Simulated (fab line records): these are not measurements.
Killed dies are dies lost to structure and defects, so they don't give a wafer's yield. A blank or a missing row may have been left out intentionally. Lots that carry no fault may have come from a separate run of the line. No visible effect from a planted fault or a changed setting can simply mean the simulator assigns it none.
A struck lot beside a sound one ; flow n5_finfet ; 36 out of 1938 route steps
Sound: these wafers, L255.2, L255.4, L255.5. Wafers struck: L257.3, L257.5. The cause is given at the end.
For every step that has rows: the tool of each side, followed by ch and its chambers, followed by its first start. Under that, the readings that differ: sound wafers ; struck wafers ; difference of the means ; sigmas: that difference in standard deviations of wafers without a fault.
alike: readings whose means differ by less than 2 such deviations, and words and numbers that are the same on both sides. not compared: withheld readings, readings that some wafer has no value for, bounds like >300 that may hide the same value, and numbers for which the record gives no deviation and whose values overlap.
Wherever a step has rows on one side only, a row that says differs or no value, or a row with sigmas, the two part there. Non-overlapping numbers with no deviation appear without sigmas and do not part them. Lack of a reading on every wafer of one side parts them only where that side has two or more wafers.

first, 9 steps without rows for these wafers: N5_BEOL_M4_ANNEAL_95 (time 240 s); N5_BEOL_M4_SPUTTER_96 (material Cu, target thk 4.5 nm, time 8.29 s); N5_BEOL_M4_ECD_50 (material Cu, target thk 300 nm); N5_BEOL_M4_ANNEAL_51 (time 90 s); N5_BEOL_M4_CMP_52 (polishes, stops on SiOC, t overpolish 6.8 s, target thk 40 nm); N5_BEOL_M4_PRE_CLEAN_60 (time 15 s); N5_BEOL_M4_CO_CAP_55 (material Co, precursor CCTBA/H2, target thk 2 nm, time 102.1 s); N5_BEOL_M4_PRE_CLEAN_56 (time 15 s); N5_BEOL_M4_DEP_57 (deposits SiCN from 3MS/NH3, target thk 8 nm, time 14 s).
N5_BEOL_M4_RC_MEAS_101:
  sound on prober-01 ch 0, day 9 08:39; struck on prober-02 ch 0, day 11 14:00
reading;sound;struck;difference;sigmas
SS_N (mV/dec);70.4 71.0 70.0;71.9 72.0;+1.5;+2
VT_P (mV);-254 -250 -254;-246 -247;+6;+2
  alike: DIBL_N, DIBL_P, IOFF_N, IOFF_P, ION_N, ION_P, SS_P, VT_N
then, 24 steps without rows for these wafers: N5_BEOL_M5_ILD_DEP_00 (deposits SiCOH lowk from DEMS/porogen, target thk 140.64 nm, time 25.9 s); N5_BEOL_M5_CURE_79 (cures SiCOH lowk, time 240 s); N5_BEOL_M5_PECVD_70 (deposits SiO2 from TEOS/O2, target thk 16 nm, time 18 s); N5_BEOL_M5_HM_DEP_02 (deposits TiN, target thk 20 nm); N5_BEOL_M5_COAT_59 (time 60 s, resist thk 60 nm); N5_BEOL_M5_COAT_60 (time 60 s, resist thk 12 nm); N5_BEOL_M5_COAT_71 (time 60 s, resist thk 5 nm); N5_BEOL_M5_COAT_05 (resist thk 30 nm); N5_BEOL_M5_EBR_07; N5_BEOL_M5_SOFTBAKE_06 (time 60 s); N5_BEOL_M5_EXPOSE_08 (exposes mask M5, target cd 28 nm); N5_BEOL_M5_PEB_09 (peb time 60 s); N5_BEOL_M5_DEVELOP_10 (develop time 30 s); N5_BEOL_M5_DESCUM_16 (chemistry O2, time 7 s); N5_BEOL_M5_ETCH_72 (etches underlayer in N2/H2, target depth 6.5 nm, time 5.2 s); N5_BEOL_M5_ETCH_61 (etches SiARC in CF4, target depth 15.6 nm, time 26 s); N5_BEOL_M5_ETCH_62 (etches SOC in N2/H2, target depth 75 nm, overetch 15 nm, time 112.5 s); N5_BEOL_M5_STRIP_63 (strips in N2/H2); N5_BEOL_M5_STRIP_73 (strips in N2/H2); N5_BEOL_M5_STRIP_64 (strips in CF4); N5_BEOL_M5_HM_OPEN_17 (chemistry Cl2/BCl3, target TiN, target depth 20 nm, overetch 6 nm); N5_BEOL_M5_STRIP_19 (strips in O2); N5_BEOL_M5_COAT_65 (time 60 s, resist thk 60 nm); N5_BEOL_M5_COAT_66 (time 60 s, resist thk 12 nm).
N5_BEOL_M8_ETCH_41: etches SiCN in CH3F/O2, target depth 31.9 nm, time 57.8 s.
  sound on rie_diel-05 ch 0,2,3, day 12 09:49; struck on rie_diel-05 ch 0,1, day 12 20:29
reading;sound;struck;difference;sigmas
model.etch.depth_nm (nm);22.58 21.47 21.73;19.04 18.03;-3.39;
  alike: drypump_motor_current_A, oes_product_au, rf_vpp_V, showerhead_plenum_p_Torr, throttle_valve_pct
  not compared: rf_hours_counter_h
-- a jump in the record: the struck wafers' starts before and after are 3 days apart (it breaks off in module BEOL_M8 and resumes in module PASSIVATION, where the first step shown is number 1936 of the route) --
N5_PASSIVATION_PROBE_49:
  sound: prober-01 at day 15 00:41; struck: prober-02 at day 15 21:58
reading;sound;struck;difference;sigmas
defect_limited_yield (%);93.2 91.7 92.5;39.8 40.3;-52.4;-35
killed_at_M0_to_M3;31 34 33;639 621;+597;+54
killed_dies;80 98 88;710 704;+618;+36
killed_on_rim;9 10 9;104 98;+92;+24
sort_bin_5_function (%);4.3 5.3 4.4;39.2 39.2;+34.5;+36
sort_bin_6_memory (%);2.1 2.7 2.8;18.0 17.5;+15.2;+22
sort_n_pass;1100 1082 1092;470 476;-618;-34
sort_yield_pct (%);93.2 91.7 92.5;39.8 40.3;-52.4;-35
  alike: killed_at_M4_up, killed_at_contacts, killed_at_front_end, killed_at_other, killed_open, killed_short

WHERE THEY PART
Earliest at N5_BEOL_M4_RC_MEAS_101; latest, in this record, at N5_PASSIVATION_PROBE_49.

WHY: whatever the simulator had introduced
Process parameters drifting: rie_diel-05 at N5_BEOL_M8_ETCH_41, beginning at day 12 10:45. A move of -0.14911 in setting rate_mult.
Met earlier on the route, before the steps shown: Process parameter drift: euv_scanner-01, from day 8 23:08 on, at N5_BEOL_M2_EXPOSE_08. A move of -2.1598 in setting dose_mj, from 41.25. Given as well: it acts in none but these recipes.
